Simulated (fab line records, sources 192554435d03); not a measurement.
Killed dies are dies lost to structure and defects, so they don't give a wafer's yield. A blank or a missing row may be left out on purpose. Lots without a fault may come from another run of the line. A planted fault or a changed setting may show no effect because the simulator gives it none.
fab line records | flow n5_finfet
record lots=9 wafers=27 last_day=20
route steps=1938 shown BEOL_M7@1300 PASSIVATION@1936
lots that met no fault: from a run of the same line without faults
start_h: hours from the record's first day to the start of the lot's first wafer shown | wait_h: hours since the lot's step before | " the same as in the row above | L1.1+2: a row that stands for several wafers | - no value, or no start given | * or withheld: withheld | < > ~ a bound
route shown NAME@n: a module of which the file shows steps, and the number in the route of the first | usual: mean/standard deviation of fault-free wafers | same: alike in all rows | chamber/n: place in a boat | sites: the reading at each site | _std_site: their standard deviation | _edge_site: outer sites' mean less inner sites' | radius_mm: how far each site lies from the wafer's centre | mask NAME#n: copy n | behind: the tool/chamber that last shaped the wafer | hold: why the lot was held/for how many hours/how that ended | device: the transistor (n, p or np) that didn't switch | end of line: the same wafers' tests at the end of the route | a step without rows: its recipe alone | killed: dies lost to structure and defects at the first sort, not the wafer's yield | map: a wafer's dies, x killed, . not, _ none there
set.NAME: the setting as run; set.NAME@STEP: as run at that earlier step | model.NAME: the simulator's own value behind a step, which no gauge read
steps of the route over a sample of lots; a table a step, a row a wafer
services: from which hour (start_h, from the record's first day; less than 0 if before it) a tool's chamber was out of use, for how many hours, and why
## steps
# step N5_BEOL_M7_ETCH_72
# recipe chemistry=N2/H2 target=underlayer target_depth_a=65 mask_material=CAR-EUV time_s=5.2 ion_energy_ev=200 pressure_mtorr=30 source_w=840 bias_w=150 n2_flow_sccm=200 h2_flow_sccm=200 ends=cleared
# usual bias_w=150.0/0.44 chamber_pressure_mTorr=30.00/0.04 drypump_motor_current_A=5.7/0.47 etch_rf_on_time_s=5.18/0.13 n2_flow_sccm=200.0/0.59 oes_product_au=0.66/0.052 rf_vpp_V=523.4/2.6 showerhead_plenum_p_Torr=2.52/0.084 throttle_valve_pct=17.80/0.22
# columns lot.wafer tool chamber start_h wait_h bias_w chamber_pressure_mTorr drypump_motor_current_A etch_rf_on_time_s n2_flow_sccm oes_product_au rf_hours_counter_h rf_vpp_V showerhead_plenum_p_Torr throttle_valve_pct
L418.2 rie_diel-03 3 211.33 0.0 150.2 29.95 5.1 5.34 201.6 0.68 99 526.9 2.67 17.86
L418.4 " 2 " " 149.1 29.95 6.1 5.05 200.2 0.64 177 520.1 2.43 17.53
L418.6 " 1 " " 150.7 30.00 5.4 4.96 199.7 0.75 - 520.8 2.46 17.41
L422.1 rie_diel-05 3 229.33 0.0 150.9 30.07 6.1 5.38 201.0 0.63 164 524.6 2.55 17.94
L422.2 " 0 " " 149.8 30.04 5.6 5.46 199.4 0.59 220 524.4 2.51 17.99
L422.6 " 1 " " 149.8 29.96 6.5 5.18 200.3 0.76 - 522.1 2.49 17.64
L424.3 rie_diel-05 2 252.75 0.0 149.1 29.99 4.9 5.23 199.9 0.72 72 524.6 2.58 17.59
L424.4 " 0 " " 149.4 30.00 5.6 5.35 199.9 0.59 226 522.1 2.51 18.02
L424.5 " 2 " " 150.4 30.08 4.9 5.19 199.5 0.71 - 523.8 2.58 17.61
L427.1 rie_diel-03 2 269.49 0.0 150.1 29.98 6.1 5.03 200.4 0.63 193 520.6 2.42 17.56
L427.3 " 3 " " 150.0 30.02 5.1 5.42 200.4 0.67 117 527.3 2.66 17.88
L427.6 " 0 " " 150.2 29.99 5.5 5.08 200.2 0.63 - 520.7 2.53 17.75
L432.1 rie_diel-03 1 300.14 0.0 150.3 29.99 5.4 5.09 198.5 0.70 77 522.8 2.45 17.46
L432.3 " 3 " " 149.9 30.00 5.1 5.42 199.8 0.65 127 527.4 2.66 17.88
L432.4 " 0 " " 150.7 29.95 5.5 5.09 199.7 0.62 203 521.6 2.53 17.76
L433.2 rie_diel-03 1 301.55 0.0 150.1 29.98 5.4 4.96 200.2 0.73 77 522.2 2.45 17.48
L433.3 " 2 " " 149.5 30.06 6.1 5.08 199.5 0.62 203 521.6 2.42 17.56
L433.4 " 0 " " 150.6 30.00 5.5 5.02 200.4 0.63 203 521.0 2.53 17.78
L431.1 rie_diel-06 3 304.07 0.0 149.6 29.99 5.7 5.36 199.9 0.61 188 526.7 2.62 17.79
L431.2 " 0 " " 150.1 29.97 5.9 5.15 200.9 0.63 199 524.2 2.64 17.74
L431.5 " 1 " " 150.2 29.99 5.5 5.09 199.3 0.66 - 517.1 2.35 18.18
L439.1 rie_diel-05 2 357.41 0.0 150.2 30.07 4.8 5.10 199.7 0.69 103 526.1 2.56 17.66
L439.3 " 1 " " 150.5 30.02 6.5 5.20 199.4 0.72 57 522.5 2.47 17.71
L439.5 " 3 " " 149.1 30.03 6.1 5.28 200.9 0.61 - 523.6 2.53 18.00
L440.1 rie_diel-05 1 385.88 0.0 149.3 30.01 6.5 5.19 198.8 0.70 65 524.7 2.47 17.72
L440.2 " 3 " " 149.9 30.05 6.1 5.25 200.1 0.61 211 522.0 2.53 18.06
L440.3 " 2 " " 150.4 29.99 4.8 5.15 200.6 0.69 110 523.1 2.56 17.67
# step N5_BEOL_M7_TRENCH_ETCH_37
# recipe chemistry=C4F6/O2 target_depth_a=934.78 target=SiCOH_lowk time_s=31.2 ion_energy_ev=250 pressure_mtorr=30 source_w=345 bias_w=185 Ar_flow_sccm=300 C4F6_flow_sccm=10 O2_flow_sccm=10
# usual C4F6_flow_sccm=10.002/0.028 bias_w=185.0/0.56 chamber_pressure_mTorr=30.002/0.03 drypump_motor_current_A=5.7/0.47 mfc_ar_sccm=300.0/0.93 oes_product_au=0.77/0.061 rf_vpp_V=664/14 showerhead_plenum_p_Torr=2.83/0.093 throttle_valve_pct=20.87/0.17
# columns lot.wafer tool chamber start_h wait_h C4F6_flow_sccm bias_w chamber_pressure_mTorr drypump_motor_current_A mfc_ar_sccm oes_product_au rf_hours_counter_h rf_vpp_V showerhead_plenum_p_Torr throttle_valve_pct
L418.2 rie_diel-03 3 211.57 - 10.003 185.8 29.986 5.1 301.2 0.80 99 653 2.99 20.95
L418.4 " 2 " " 10.002 185.2 30.002 6.1 300.8 0.74 177 669 2.73 20.62
L418.6 " 1 " " 10.032 185.4 29.980 5.4 300.5 0.87 - 639 2.79 20.73
L422.1 rie_diel-05 3 229.57 - 10.018 185.1 30.009 6.1 299.5 0.75 164 676 2.84 20.81
L422.2 " 0 " " 10.041 185.2 30.046 5.6 301.4 0.69 220 650 2.81 21.00
L422.6 " 1 " " 10.030 184.7 29.967 6.5 300.5 0.89 - 681 2.80 20.77
L424.3 rie_diel-05 2 252.98 - 10.017 184.8 29.985 4.8 300.3 0.84 72 659 2.91 20.94
L424.4 " 0 " " 10.024 184.7 29.992 5.6 298.9 0.69 226 650 2.80 21.02
L424.5 " 2 " " 9.991 185.1 30.005 4.9 299.9 0.83 - 657 2.91 20.94
L427.1 rie_diel-03 2 269.73 - 10.010 185.4 29.978 6.1 300.6 0.73 193 669 2.73 20.65
L427.3 " 3 " " 10.047 185.4 29.985 5.1 301.0 0.78 117 653 2.98 20.97
L427.6 " 0 " " 10.006 185.7 30.016 5.5 301.0 0.73 - 681 2.81 20.68
L432.1 rie_diel-03 1 300.37 - 9.930 185.6 29.959 5.4 300.5 0.84 77 639 2.78 20.77
L432.3 " 3 " " 9.953 184.8 30.009 5.1 301.3 0.78 127 653 2.98 20.98
L432.4 " 0 " " 10.039 232.8 30.044 5.5 301.2 0.77 203 814 2.80 20.70
L433.2 rie_diel-03 1 301.78 - 9.966 184.7 30.011 5.4 300.3 0.83 78 637 2.78 20.79
L433.3 " 2 " " 9.971 185.1 30.011 6.2 300.0 0.72 203 669 2.72 20.68
L433.4 " 0 " " 10.050 232.1 30.018 5.5 299.4 0.76 203 814 2.80 20.71
L431.1 rie_diel-06 3 304.31 - 9.996 184.9 30.028 5.7 300.7 0.72 188 682 2.96 21.02
L431.2 " 0 " " 9.971 185.4 29.971 5.9 298.8 0.72 199 671 2.92 20.69
L431.5 " 1 " " 10.001 186.1 30.005 5.6 300.3 0.78 - 667 2.61 20.95
L439.1 rie_diel-05 2 357.64 - 10.026 184.8 29.970 4.9 298.4 0.81 103 657 2.90 20.97
L439.3 " 1 " " 10.020 185.8 29.967 6.5 300.7 0.84 58 680 2.78 20.81
L439.5 " 3 " " 10.044 185.6 29.980 6.1 297.9 0.72 - 677 2.82 20.88
L440.1 rie_diel-05 1 386.12 - 9.971 185.6 30.021 6.5 299.1 0.82 65 679 2.77 20.82
L440.2 " 3 " " 9.968 184.4 29.977 6.1 300.0 0.71 212 676 2.81 20.91
L440.3 " 2 " " 10.020 185.1 30.016 4.9 300.1 0.79 110 657 2.89 20.98
# step N5_BEOL_M7_OCD_MEAS_38
# usual trench_depth_nm=93.2/1.9
# columns lot.wafer tool chamber start_h wait_h trench_depth_nm
L418.2 ocd-02 - 211.73 - 91.0
L418.4 " - " " 93.2
L418.6 " - " " 95.7
L422.1 ocd-02 - 229.73 - 91.9
L422.2 " - " " 89.7
L422.6 " - " " 94.8
L424.3 ocd-02 - 253.14 - 92.9
L424.4 " - " " 89.2
L424.5 " - " " 93.5
L427.1 ocd-02 - 269.89 - 93.6
L427.3 " - " " 90.0
L427.6 " - " " 92.7
L432.1 ocd-02 - 300.53 - 96.3
L432.3 " - " " 91.3
L432.4 " - " " 101.4
L433.2 ocd-02 - 301.94 - 95.0
L433.3 " - " " 93.1
L433.4 " - " " 101.9
L431.1 ocd-01 - 304.47 - 92.2
L431.2 " - " " 93.2
L431.5 " - " " 96.0
L439.1 ocd-01 - 357.80 - 94.1
L439.3 " - " " 92.9
L439.5 " - " " 91.8
L440.1 ocd-01 - 386.28 - 93.2
L440.2 " - " " 90.4
L440.3 " - " " 93.1
# step N5_BEOL_M7_DEGAS_44
# recipe ambient=vacuum temp_c=250 time_s=60
# usual heater_power_w=342/33
# columns lot.wafer tool chamber start_h wait_h heater_power_w
L418.2 pvd_sputter-01 - 213.81 1.7 373
L418.4 " - " " 344
L418.6 " - " " 350
L422.1 pvd_sputter-01 - 230.61 0.5 356
L422.2 " - " " 385
L422.6 " - " " 387
L424.3 pvd_sputter-03 - 254.19 0.6 312
L424.4 " - " " 326
L424.5 " - " " 314
L427.1 pvd_sputter-02 - 270.45 0.3 264
L427.3 " - " " 405
L427.6 " - " " 326
L432.1 pvd_sputter-03 - 302.42 1.6 318
L432.3 " - " " 311
L432.4 " - " " 376
L433.2 pvd_sputter-03 - 302.92 0.7 316
L433.3 " - " " 388
L433.4 " - " " 320
L431.1 pvd_sputter-03 - 305.01 0.3 324
L431.2 " - " " 378
L431.5 " - " " 317
L439.1 pvd_sputter-03 - 358.57 0.4 317
L439.3 " - " " 320
L439.5 " - " " 376
L440.1 pvd_sputter-03 - 386.81 0.3 319
L440.2 " - " " 380
L440.3 " - " " 318
# step N5_BEOL_M7_PRE_CLEAN_45
# recipe gas=H2/He time_s=30 temp_c=250
# usual heater_power_w=342/34
# columns lot.wafer tool chamber start_h wait_h heater_power_w
L418.2 pvd_sputter-01 - 213.85 0.0 376
L418.4 " - " " 351
L418.6 " - " " 350
L422.1 pvd_sputter-01 - 230.65 0.0 338
L422.2 " - " " 378
L422.6 " - " " 382
L424.3 pvd_sputter-03 - 254.23 0.0 304
L424.4 " - " " 321
L424.5 " - " " 315
L427.1 pvd_sputter-02 - 270.49 0.0 265
L427.3 " - " " 398
L427.6 " - " " 328
L432.1 pvd_sputter-03 - 302.46 0.0 314
L432.3 " - " " 314
L432.4 " - " " 383
L433.2 pvd_sputter-03 - 302.96 0.0 322
L433.3 " - " " 389
L433.4 " - " " 324
L431.1 pvd_sputter-03 - 305.05 0.0 322
L431.2 " - " " 377
L431.5 " - " " 314
L439.1 pvd_sputter-03 - 358.61 0.0 312
L439.3 " - " " 316
L439.5 " - " " 382
L440.1 pvd_sputter-03 - 386.85 0.0 327
L440.2 " - " " 385
L440.3 " - " " 324
# step N5_BEOL_M7_THK_MEAS_53
# recipe thk_meas_gauge=xrf reads=Cu_of_BEOL_M7_ECD_50
# usual M7_THK=79.3/2.3
# columns lot.wafer tool chamber start_h wait_h M7_THK[nm]
L418.2 film_metro-01 - 216.41 - 75.0
L418.4 " - " " 80.2
L418.6 " - " " 82.3
L422.1 film_metro-01 - 232.83 - 76.5
L422.2 " - " " 74.4
L422.6 " - " " 78.8
L424.3 film_metro-01 - 256.10 - 79.2
L424.4 " - " " 74.8
L424.5 " - " " 78.6
L427.1 film_metro-01 - 272.17 - 78.4
L427.3 " - " " 74.2
L427.6 " - " " 78.6
L432.1 film_metro-01 - 303.89 - 83.4
L432.3 " - " " 78.0
L432.4 " - " " 90.1
L433.2 film_metro-01 - 304.37 - 81.1
L433.3 " - " " 79.6
L433.4 " - " " 87.7
L431.1 film_metro-02 - 306.55 - 79.3
L431.2 " - " " 79.2
L431.5 " - " " 82.4
L439.1 film_metro-01 - 360.53 - 79.7
L439.3 " - " " 77.5
L439.5 " - " " 76.9
L440.1 film_metro-01 - 389.89 - 78.7
L440.2 " - " " 76.5
L440.3 " - " " 77.9
# step N5_BEOL_M7_RS_MEAS_57
# recipe thk_meas_gauge=four-point-probe reads=Cu_of_BEOL_M7_ECD_50+Co_of_BEOL_M7_CVD_78+TaN_of_BEOL_M7_ALD_77
# usual M7_RS=0.288/0.0096
# columns lot.wafer tool chamber start_h wait_h M7_RS[ohm/sq]
L418.2 film_metro-01 - 216.54 0.1 0.302
L418.4 " - " " 0.279
L418.6 " - " " 0.271
L422.1 film_metro-01 - 232.96 0.1 0.296
L422.2 " - " " 0.304
L422.6 " - " " 0.286
L424.3 film_metro-02 - 256.23 0.1 0.285
L424.4 " - " " 0.305
L424.5 " - " " 0.288
L427.1 film_metro-01 - 272.30 0.1 0.289
L427.3 " - " " 0.310
L427.6 " - " " 0.290
L432.1 film_metro-02 - 304.02 0.1 0.271
L432.3 " - " " 0.293
L432.4 " - " " 0.249
L433.2 film_metro-01 - 304.50 0.1 0.278
L433.3 " - " " 0.285
L433.4 " - " " 0.254
L431.1 film_metro-01 - 306.68 0.1 0.286
L431.2 " - " " 0.287
L431.5 " - " " 0.276
L439.1 film_metro-02 - 360.66 0.1 0.285
L439.3 " - " " 0.292
L439.5 " - " " 0.298
L440.1 film_metro-02 - 390.02 0.1 0.289
L440.2 " - " " 0.298
L440.3 " - " " 0.293
# step N5_PASSIVATION_PROBE_49
# usual defect_limited_yield=91.1/1.4 killed_at_M0_to_M3=32/9.3 killed_at_M4_up=13/5.8 killed_at_contacts=12/6.3 killed_at_front_end=44/12 killed_at_other=3.6/2.7 killed_dies=104/17 killed_open=69/13 killed_short=34/6.9 sort_bin_5_function=5.2/0.98 sort_bin_6_memory=3.3/0.59 sort_n_pass=1075/17 sort_yield_pct=91.1/1.4
# same gross_dies=1180 killed_at_back_side=0 sort_bin_4_leakage[%]=0 sort_bin_8_speed[%]=0
# columns lot.wafer tool chamber start_h wait_h defect_limited_yield[%] killed_at_M0_to_M3 killed_at_M4_up killed_at_contacts killed_at_front_end killed_at_other killed_dies killed_open killed_short sort_bin_5_function[%] sort_bin_6_memory[%] sort_n_pass sort_yield_pct[%]
L439.1 prober-02 - 429.62 0.0 91.6 27 10 6 54 2 99 63 36 5.9 2.2 1081 91.6
L439.3 prober-02 - 429.72 0.1 92.4 19 12 20 36 3 90 69 20 4.7 2.6 1090 92.4
L439.5 prober-02 - 429.82 0.2 89.4 34 8 18 59 6 125 92 32 5.8 4.3 1055 89.4
# killed by level:class
L439.1 FIN_SAQP:geometric_particle:open=10 STI_FIN_REVEAL:geometric_particle:open=8 DUMMY_GATE:geometric_particle:open=7 FIN_SAQP:geometric_particle:short=6 BEOL_M0_SAQP:geometric_particle:open=6 STI_FIN_REVEAL:geometric_particle:short=5 MOL_CONTACT_COAG:geometric_particle:open=5 BEOL_M1:geometric_particle:open=5
L439.3 MOL_CONTACT_COAG:geometric_particle:open=18 STI_FIN_REVEAL:geometric_particle:open=12 FIN_SAQP:geometric_particle:open=5 BEOL_M0_SAQP:geometric_particle:short=5 BEOL_M1:geometric_particle:open=5 BEOL_M5:geometric_particle:open=5 BEOL_M2:geometric_particle:open=4 FIN_SAQP:geometric_particle:short=3
L439.5 FIN_SAQP:geometric_particle:open=15 MOL_CONTACT_COAG:geometric_particle:open=15 STI_FIN_REVEAL:geometric_particle:open=14 BEOL_M0_SAQP:geometric_particle:short=9 FIN_SAQP:geometric_particle:short=8 BEOL_M2:geometric_particle:open=7 DUMMY_GATE:geometric_particle:open=6 BEOL_M3:geometric_particle:open=6
## services
# columns tool chamber start_h hours kind
rie_diel-06 - 190.75 2.8 pm
rie_diel-05 0 192.21 5.8 repair
rie_diel-05 - 195.70 0.7 repair
rie_diel-03 2 225.59 2.0 repair
rie_diel-05 0 241.22 3.8 repair
rie_diel-06 3 291.19 8.3 repair
pvd_sputter-02 - 301.83 7.9 repair
rie_diel-05 0 320.99 2.0 repair
rie_diel-06 1 332.37 8.2 repair
rie_diel-05 0 334.81 - clean
rie_diel-05 0 334.81 - consumable_replace:focus_ring
rie_diel-05 0 334.81 13.4 scheduled_down
rie_diel-05 0 334.81 13.4 vent_cycle
rie_diel-03 1 353.01 10.2 repair
rie_diel-03 2 354.84 6.4 repair
## key
first_sign step=N5_BEOL_M7_TRENCH_ETCH_37 reading=bias_w direction=up sigmas=85 usual=* struck=*
effect step=N5_BEOL_M7_TRENCH_ETCH_37 reading=rf_vpp_V direction=up sigmas=11 usual=664 struck=814
effect step=N5_BEOL_M7_OCD_MEAS_38 reading=trench_depth_nm direction=up sigmas=4.6 usual=93.2 struck=101.7
effect step=N5_BEOL_M7_THK_MEAS_53 reading=M7_THK direction=up sigmas=4.2 usual=79.3 struck=88.9
effect step=N5_BEOL_M7_RS_MEAS_57 reading=M7_RS direction=down sigmas=3.8 usual=0.288 struck=0.252
met_at N5_BEOL_M7_TRENCH_ETCH_37
struck_lots L432,L433
struck_wafers L432.4,L433.4
not_acting_at N5_BEOL_M7_ETCH_72,N5_BEOL_M7_DEGAS_44,N5_BEOL_M7_PRE_CLEAN_45
onset_between 269.73 300.37
fault kind=process_parameter_drift tool=rie_diel-03 chamber=0 onset_h=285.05 steps=N5_BEOL_M7_TRENCH_ETCH_37 channel=bias_w offset=* shape=step end_h=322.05 acts_in=* stated=*
